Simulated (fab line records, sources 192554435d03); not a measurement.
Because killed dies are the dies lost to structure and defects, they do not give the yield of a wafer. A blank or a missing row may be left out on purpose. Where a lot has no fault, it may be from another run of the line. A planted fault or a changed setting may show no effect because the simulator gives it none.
fab line records ; flow n5Finfet ; part 2 of 2: steps 5 to 6 of 6
record lots=23; wafers=69; lastDay=19
route steps=1938 shown BEOL_M3@980 BEOL_M4@1036
lots that met no fault: taken from a fault-free run of the same line
startH: hours from the record's first day to the start of the lot's first wafer shown ; waitH: hours since the lot's step before ; " unchanged from the row above ; L1.1+2: one row covering several wafers at once ; - no value, or no start given ; * or withheld: withheld ; < > ~ a bound
route shown NAME@n: names a module that has steps shown in the file, with the first one's number in the route ; usual: the fault-free wafers' mean and standard deviation ; same: alike in all rows ; chamber/n: place in a boat ; sites: each site's reading ; _std_site: the values' standard deviation ; _edge_site: the outer-site mean with the inner-site mean subtracted ; radiusMm: for every site, how far away it sits from the centre of the wafer ; mask NAME#n: copy n ; behind: the most recent tool/chamber to have shaped the wafer ; hold: reason for holding the lot/hours on hold/outcome of the hold ; device: which transistor (n, p or np) failed to switch ; end of line: tests run on the same wafers once the route is complete ; for a step that has no rows: nothing shown but its recipe ; killed: count of dies lost to structure and defects at first sort (not the wafer's yield) ; map: a wafer's dies, marking killed ones x, the rest . and places with no die _
set.NAME: the run value of the setting; set.NAME@STEP: its run value at that earlier step ; model.NAME: the simulator's own value behind a step, which no gauge read
steps of the route over a sample of lots; a table a step, a row a wafer
services: the hour from which a tool's chamber was out of use, counted from the record's first day as startH (under 0 if before that day), plus the number of hours and why
## steps
# step N5_BEOL_M4_ETCH_74
# recipe chemistry=N2/H2; target=underlayer; targetDepthA=65; maskMaterial=CAR-EUV; timeS=5.2; ionEnergyEv=200; pressureMtorr=30; sourceW=840; biasW=150; n2FlowSccm=200; h2FlowSccm=200; ends=cleared
# usual drypumpMotorCurrentA=5.69/0.26; etchRfOnTimeS=5.18/0.11; n2FlowSccm=200.1/0.58; oesProductAu=0.71/0.069; rfVppV=524.9/2.8; showerheadPlenumPTorr=2.58/0.089; throttleValvePct=17.7/0.31
lot.wafer;tool;chamber;startH;waitH;drypumpMotorCurrentA;etchRfOnTimeS;n2FlowSccm;oesProductAu;rfHoursCounterH;rfVppV;showerheadPlenumPTorr;throttleValvePct
L075.2;rieDiel-04;3;167.94;0.0;6.05;5.11;199.7;0.77;42;527.6;2.71;17.8
L075.3;rieDiel-04;1;167.94;0.0;6.05;5.09;199.5;0.83;6;525.5;2.60;17.6
L075.5;rieDiel-04;2;167.94;0.0;5.46;5.24;200.8;0.59;-;519.5;2.42;18.4
L074.2;rieDiel-04;2;171.74;0.0;5.50;5.21;199.4;0.58;219;520.1;2.42;18.4
L074.3;rieDiel-04;3;171.74;0.0;6.04;5.09;199.9;0.75;43;528.7;2.71;17.8
L074.6;rieDiel-04;1;171.74;0.0;6.05;5.07;199.2;0.82;-;524.6;2.60;17.7
L076.1;rieDiel-05;1;177.90;0.0;5.81;5.22;199.9;0.79;13;523.9;2.59;17.2
L076.4;rieDiel-05;2;177.90;0.0;6.12;5.30;200.5;0.71;-;524.3;2.58;18.0
L076.5;rieDiel-05;0;177.90;0.0;5.61;5.22;200.9;0.67;-;525.5;2.55;17.5
L077.3;rieDiel-05;2;188.78;0.0;6.18;5.23;201.0;0.73;74;524.1;2.58;18.0
L077.5;rieDiel-05;2;188.78;0.0;6.18;5.34;200.3;0.71;-;523.0;2.58;18.0
L077.6;rieDiel-05;1;188.78;0.0;5.81;5.24;200.9;0.78;-;526.0;2.59;17.3
L078.1;rieDiel-06;1;189.19;0.0;5.64;4.98;200.3;0.71;83;519.4;2.47;17.8
L078.2;rieDiel-06;2;189.19;0.0;5.76;5.09;200.6;0.75;44;527.9;2.69;17.3
L078.3;rieDiel-06;0;189.19;0.0;5.63;5.28;200.6;0.71;57;526.7;2.70;17.9
L079.2;rieDiel-06;2;202.86;0.0;5.75;5.13;199.4;0.74;49;527.9;2.69;17.4
L079.4;rieDiel-06;1;202.86;0.0;5.61;5.07;200.4;0.71;87;521.9;2.47;17.8
L079.6;rieDiel-06;1;202.86;0.0;5.59;5.09;199.4;0.72;-;522.9;2.47;17.8
L081.2;rieDiel-04;1;207.87;0.0;6.05;5.13;200.1;0.79;17;525.6;2.60;17.7
L081.3;rieDiel-04;0;207.87;0.0;5.45;5.46;200.5;0.56;240;523.1;2.50;17.9
L081.5;rieDiel-04;1;207.87;0.0;6.04;5.13;200.2;0.78;-;525.8;2.60;17.7
L080.1;rieDiel-06;1;210.88;0.0;5.62;5.06;199.6;0.71;89;524.5;2.47;17.8
L080.2;rieDiel-06;2;210.88;0.0;5.76;5.11;200.6;0.73;51;526.6;2.69;17.3
L080.6;rieDiel-06;1;210.88;0.0;5.64;5.07;201.0;0.71;-;522.0;2.47;17.8
L082.4;rieDiel-06;0;211.24;0.0;5.61;5.19;199.7;0.70;63;529.7;2.70;17.9
L082.5;rieDiel-06;0;211.24;0.0;5.60;5.24;199.1;0.72;-;526.9;2.70;17.9
L082.6;rieDiel-06;3;211.24;0.0;5.26;5.02;200.0;0.84;-;525.7;2.60;17.4
L084.1;rieDiel-04;1;226.81;0.0;6.04;5.07;199.9;0.78;24;527.7;2.59;17.7
L084.4;rieDiel-04;2;226.81;0.0;5.47;5.16;199.3;0.58;234;516.9;2.41;18.4
L084.6;rieDiel-04;1;226.81;0.0;6.02;5.09;200.3;0.78;-;524.1;2.59;17.7
L083.2;rieDiel-04;1;233.82;0.0;6.00;5.09;200.4;0.79;25;525.2;2.59;17.7
L083.3;rieDiel-04;3;233.82;0.0;6.04;5.05;200.2;0.74;61;527.1;2.70;17.9
L083.5;rieDiel-04;2;233.82;0.0;5.47;5.26;200.3;0.59;-;520.0;2.41;18.4
L085.2;rieDiel-06;2;236.83;0.0;5.76;5.11;200.6;0.72;57;528.5;2.68;17.4
L085.3;rieDiel-06;1;236.83;0.0;5.61;5.01;200.7;0.71;96;524.1;2.47;17.8
L085.6;rieDiel-06;1;236.83;0.0;5.60;5.04;201.6;0.71;-;521.7;2.47;17.8
L086.2;rieDiel-06;1;254.68;0.0;5.59;5.10;199.4;0.70;101;522.1;2.47;17.8
L086.3;rieDiel-06;3;254.68;0.0;5.27;5.10;200.0;0.82;17;527.0;2.59;17.4
L086.4;rieDiel-06;2;254.68;0.0;5.78;5.16;199.8;0.71;63;528.9;2.68;17.4
L088.2;rieDiel-04;2;257.30;0.0;5.49;5.36;199.1;0.56;245;518.2;2.41;18.5
L088.5;rieDiel-04;0;257.30;0.0;5.41;5.16;199.4;0.83;-;523.1;2.50;17.5
L088.6;rieDiel-04;1;257.30;0.0;6.07;5.13;199.7;0.76;-;526.1;2.59;17.7
L087.1;rieDiel-06;3;267.39;0.0;5.28;5.16;200.6;0.80;21;526.1;2.59;17.4
L087.2;rieDiel-06;2;267.39;0.0;5.76;5.19;200.2;0.71;68;528.8;2.68;17.4
L087.6;rieDiel-06;3;267.39;0.0;5.26;5.13;199.5;0.79;-;524.1;2.59;17.4
L091.3;rieDiel-05;2;272.54;0.0;6.16;5.19;199.7;0.68;104;524.6;2.56;18.1
L091.4;rieDiel-05;1;272.54;0.0;5.82;5.21;200.1;0.74;47;523.2;2.58;17.3
L091.6;rieDiel-05;3;272.54;0.0;5.93;5.27;199.9;0.77;-;520.7;2.50;17.9
L089.2;rieDiel-06;1;276.59;0.0;5.62;5.15;199.1;0.70;109;523.1;2.46;17.8
L089.4;rieDiel-06;0;276.59;0.0;5.57;5.25;199.9;0.69;82;527.3;2.69;18.0
L089.5;rieDiel-06;0;276.59;0.0;5.57;5.20;199.7;0.69;-;527.8;2.69;17.9
L090.2;rieDiel-06;2;286.18;0.0;5.73;5.20;201.0;0.70;74;528.2;2.68;17.4
L090.3;rieDiel-06;1;286.18;0.0;5.60;5.16;200.9;0.68;112;521.2;2.46;17.8
L090.4;rieDiel-06;0;286.18;0.0;5.59;5.26;200.3;0.68;85;525.2;2.69;18.0
L093.1;rieDiel-05;3;293.98;0.0;5.88;5.28;200.8;0.75;25;525.2;2.50;17.9
L093.2;rieDiel-05;0;293.98;0.0;5.55;5.23;199.9;0.64;155;524.0;2.53;17.6
L093.4;rieDiel-05;2;293.98;0.0;6.16;5.23;199.3;0.68;111;522.8;2.56;18.1
L094.1;rieDiel-05;2;304.67;0.0;6.16;5.29;199.7;0.66;118;524.8;2.56;18.1
L094.2;rieDiel-05;1;304.67;0.0;5.81;5.38;200.2;0.71;61;525.6;2.57;17.3
L094.3;rieDiel-05;3;304.67;0.0;5.90;5.37;200.0;0.74;31;521.9;2.49;17.9
L095.1;rieDiel-05;3;308.55;0.0;5.91;5.37;199.2;0.74;33;521.7;2.49;17.9
L095.4;rieDiel-05;2;308.55;0.0;6.15;5.31;200.2;0.66;-;521.6;2.56;18.1
L095.5;rieDiel-05;3;308.55;0.0;5.94;5.36;199.5;0.74;-;522.8;2.49;17.9
L096.3;rieDiel-06;3;321.68;0.0;5.28;5.03;199.7;0.76;43;523.2;2.58;17.4
L096.5;rieDiel-06;1;321.68;0.0;5.62;5.06;200.7;0.68;-;521.7;2.46;17.9
L096.6;rieDiel-06;0;321.68;0.0;5.60;5.16;199.1;0.68;-;527.3;2.69;18.0
L097.1;rieDiel-06;2;327.99;0.0;5.73;5.17;200.8;0.69;94;527.8;2.67;17.4
L097.5;rieDiel-06;2;327.99;0.0;5.75;5.19;200.4;0.69;-;526.1;2.67;17.4
L097.6;rieDiel-06;3;327.99;0.0;5.27;5.17;200.9;0.75;-;522.5;2.58;17.4
# step N5_BEOL_M4_DESCUM_33
# recipe chemistry=O2; timeS=7; sourcePowerW=50; biasPowerW=20; pressureMtorr=20; rfFrequencyHz=2.712e+07; tempC=40; resist=CAR-EUV; o2FlowSccm=225
# usual drypumpMotorCurrentA=5.71/0.27; o2FlowSccm=225.0/0.7; oesProductAu=0.84/0.085; rfVppV=243.6/1.5; showerheadPlenumPTorr=2.12/0.077; tempC=40.00/0.11; throttleValvePct=20.30/0.28
lot.wafer;tool;chamber;startH;waitH;drypumpMotorCurrentA;o2FlowSccm;oesProductAu;rfHoursCounterH;rfVppV;showerheadPlenumPTorr;tempC;throttleValvePct
L075.2;rieDiel-06;1;169.02;0.1;5.60;225.0;0.83;75;242.7;2.04;39.88;20.21
L075.3;rieDiel-06;3;169.02;0.1;5.27;224.2;0.69;249;243.8;2.13;40.07;20.17
L075.5;rieDiel-06;1;169.02;0.1;5.61;225.0;0.83;-;242.1;2.04;39.93;20.22
L074.2;rieDiel-06;0;172.58;0.0;5.59;225.3;0.86;51;246.2;2.21;40.23;20.40
L074.3;rieDiel-06;2;172.58;0.0;5.77;224.4;0.88;37;245.7;2.21;39.99;19.96
L074.6;rieDiel-06;1;172.58;0.0;5.62;224.9;0.84;-;242.0;2.04;40.04;20.23
L076.1;rieDiel-04;3;178.74;0.0;6.02;224.8;0.88;45;244.9;2.23;39.93;20.46
L076.4;rieDiel-04;2;178.74;0.0;5.46;224.9;0.69;220;242.0;1.98;39.99;20.92
L076.5;rieDiel-04;2;178.74;0.0;5.45;226.2;0.69;-;240.9;1.98;39.94;20.91
L077.3;rieDiel-06;1;189.76;0.0;5.58;225.3;0.81;83;242.6;2.04;39.97;20.23
L077.5;rieDiel-06;2;189.76;0.0;5.77;224.5;0.86;-;245.2;2.21;39.91;19.99
L077.6;rieDiel-06;0;189.76;0.0;5.60;223.9;0.85;-;244.7;2.21;39.99;20.41
L078.1;rieDiel-04;0;190.14;0.0;5.43;224.8;0.67;235;241.7;2.07;39.89;20.41
L078.2;rieDiel-04;1;190.14;0.0;6.04;224.9;0.96;12;243.2;2.13;39.92;20.20
L078.3;rieDiel-04;2;190.14;0.0;5.45;224.5;0.69;224;240.9;1.98;40.05;20.92
L079.2;rieDiel-05;0;203.77;0.0;5.60;223.7;0.78;125;245.7;2.12;39.83;20.26
L079.4;rieDiel-05;2;203.77;0.0;6.18;225.9;0.83;-;243.2;2.10;40.18;20.48
L079.6;rieDiel-05;0;203.77;0.0;5.57;224.5;0.78;-;243.8;2.12;39.99;20.28
L081.2;rieDiel-04;2;208.77;0.0;5.44;224.8;0.68;228;242.1;1.98;40.03;20.95
L081.3;rieDiel-04;1;208.77;0.0;6.07;223.8;0.93;18;244.2;2.13;39.85;20.22
L081.5;rieDiel-04;3;208.77;0.0;6.03;224.9;0.87;-;244.3;2.23;40.07;20.45
L080.1;rieDiel-05;2;211.98;0.1;6.16;224.6;0.83;85;243.1;2.09;39.92;20.48
L080.2;rieDiel-05;0;211.98;0.1;5.55;225.3;0.77;129;244.0;2.12;40.08;20.27
L080.6;rieDiel-05;2;211.98;0.1;6.14;223.7;0.83;-;244.1;2.09;39.88;20.48
L082.4;rieDiel-04;1;212.23;0.0;6.00;224.7;0.94;19;243.0;2.13;39.98;20.21
L082.5;rieDiel-04;3;212.23;0.0;6.02;225.1;0.86;-;245.1;2.22;40.13;20.46
L082.6;rieDiel-04;0;212.23;0.0;5.43;224.3;0.67;-;241.9;2.07;40.13;20.44
L084.1;rieDiel-05;3;227.66;0.0;5.89;225.8;0.94;4;242.7;2.05;40.11;20.24
L084.4;rieDiel-05;1;227.66;0.0;5.82;225.0;0.88;33;243.2;2.12;39.95;19.82
L084.6;rieDiel-05;3;227.66;0.0;5.84;225.6;0.96;-;242.4;2.05;40.15;20.25
L083.2;rieDiel-04;1;234.85;0.1;6.06;223.8;0.92;25;244.2;2.12;39.99;20.24
L083.3;rieDiel-04;0;234.85;0.1;5.47;224.9;0.66;249;242.9;2.06;40.24;20.43
L083.5;rieDiel-04;0;234.85;0.1;5.45;226.2;0.65;-;242.9;2.06;39.98;20.44
L085.2;rieDiel-06;2;237.67;0.0;5.77;225.1;0.85;58;245.5;2.21;40.01;20.03
L085.3;rieDiel-06;0;237.67;0.0;5.56;224.7;0.84;70;245.5;2.20;39.77;20.42
L085.6;rieDiel-06;1;237.67;0.0;5.61;225.4;0.81;-;241.0;2.03;40.14;20.26
L086.2;rieDiel-04;1;255.52;0.0;6.07;226.5;0.90;34;242.6;2.12;39.99;20.26
L086.3;rieDiel-04;0;255.52;0.0;5.47;224.6;0.98;1;243.1;2.06;40.21;20.04
L086.4;rieDiel-04;3;255.52;0.0;6.03;225.3;0.85;69;244.6;2.22;40.07;20.48
L088.2;rieDiel-04;0;258.28;0.0;5.46;224.9;0.98;1;242.7;2.06;39.95;20.06
L088.5;rieDiel-04;0;258.28;0.0;5.42;225.1;0.97;-;242.9;2.06;40.09;20.06
L088.6;rieDiel-04;1;258.28;0.0;6.10;225.3;0.91;-;244.6;2.12;39.97;20.24
L087.1;rieDiel-04;1;268.23;0.0;6.09;224.6;0.90;37;243.1;2.12;39.95;20.25
L087.2;rieDiel-04;3;268.23;0.0;6.03;225.4;0.85;74;245.1;2.22;39.95;20.48
L087.6;rieDiel-04;2;268.23;0.0;5.45;225.3;0.66;-;241.6;1.97;39.94;20.95
L091.3;rieDiel-04;1;273.54;0.1;6.04;225.3;0.90;40;243.6;2.12;39.86;20.23
L091.4;rieDiel-04;3;273.54;0.1;6.03;226.5;0.84;-;242.8;2.22;40.05;20.47
L091.6;rieDiel-04;1;273.54;0.1;6.06;225.4;0.90;-;243.3;2.12;39.87;20.25
L089.2;rieDiel-06;0;277.45;0.1;5.60;225.3;0.81;82;245.1;2.20;40.01;20.45
L089.4;rieDiel-06;3;277.45;0.1;5.27;222.8;0.92;25;243.8;2.12;40.11;19.78
L089.5;rieDiel-06;1;277.45;0.1;5.61;225.6;0.79;-;241.0;2.03;40.07;20.26
L090.2;rieDiel-04;1;287.11;0.0;6.03;224.5;0.89;46;244.7;2.12;40.03;20.24
L090.3;rieDiel-04;3;287.11;0.0;6.01;226.5;0.83;83;246.4;2.21;39.88;20.51
L090.4;rieDiel-04;1;287.11;0.0;6.02;224.5;0.88;-;243.5;2.12;39.92;20.27
L093.1;rieDiel-05;0;294.91;0.1;5.58;224.4;0.75;156;243.2;2.11;40.08;20.32
L093.2;rieDiel-05;2;294.91;0.1;6.13;223.4;0.80;112;243.1;2.08;39.89;20.53
L093.4;rieDiel-05;3;294.91;0.1;5.89;224.3;0.89;25;242.5;2.04;39.96;20.29
L094.1;rieDiel-06;1;306.77;1.2;5.58;225.4;0.78;122;242.5;2.02;39.79;20.28
L094.2;rieDiel-06;2;306.77;1.2;5.75;225.7;0.81;85;246.3;2.20;39.93;20.06
L094.3;rieDiel-06;0;306.77;1.2;5.58;223.8;0.81;93;245.1;2.19;39.86;20.46
L095.1;rieDiel-06;1;309.91;0.5;5.63;225.6;0.78;124;242.1;2.02;40.22;20.30
L095.4;rieDiel-06;0;309.91;0.5;5.61;224.8;0.81;95;244.4;2.19;39.96;20.47
L095.5;rieDiel-06;0;309.91;0.5;5.58;224.6;0.81;-;243.6;2.19;39.95;20.48
L096.3;rieDiel-06;3;323.05;0.4;5.27;224.6;0.88;44;244.5;2.11;39.80;19.80
L096.5;rieDiel-06;2;323.05;0.4;5.74;225.3;0.80;-;244.9;2.20;39.95;20.07
L096.6;rieDiel-06;3;323.05;0.4;5.27;225.5;0.88;-;244.9;2.11;39.94;19.81
L097.1;rieDiel-04;3;328.97;0.0;6.01;225.7;0.82;90;244.1;2.21;39.94;20.50
L097.5;rieDiel-04;2;328.97;0.0;5.44;225.1;0.98;-;247.2;2.23;40.03;20.47
L097.6;rieDiel-04;0;328.97;0.0;5.41;226.3;0.91;-;242.9;2.06;39.95;20.07
## services
tool;chamber;startH;hours;kind
rieDiel-01;1;149.61;2.3;repair
rieDiel-01;2;150.61;2.8;repair
pvdSputter-03;-;168.35;2.5;repair
rieDiel-06;3;172.28;-;clean
rieDiel-06;3;172.28;-;consumableReplace:focusRing
rieDiel-06;3;172.28;22.5;scheduledDown
rieDiel-06;3;172.28;22.5;ventCycle
rieDiel-05;3;184.85;-;clean
rieDiel-05;-;238.15;0.8;repair
rieDiel-04;0;238.47;-;clean
rieDiel-04;0;238.47;-;consumableReplace:focusRing
rieDiel-04;0;238.47;12.6;scheduledDown
rieDiel-04;0;238.47;12.6;ventCycle
rieDiel-03;-;238.74;15.6;pm
rieDiel-02;-;241.28;5.4;repair
pvdSputter-03;-;256.81;10.5;repair
rieDiel-03;0;260.05;1.3;repair
rieDiel-04;2;272.93;-;clean
rieDiel-04;2;272.93;-;consumableReplace:focusRing
rieDiel-04;2;272.93;-;consumableReplace:showerhead
rieDiel-04;2;272.93;28.6;scheduledDown
rieDiel-04;2;272.93;28.6;ventCycle
rieDiel-04;-;292.12;28.1;pm
rieDiel-04;1;326.00;10.0;repair
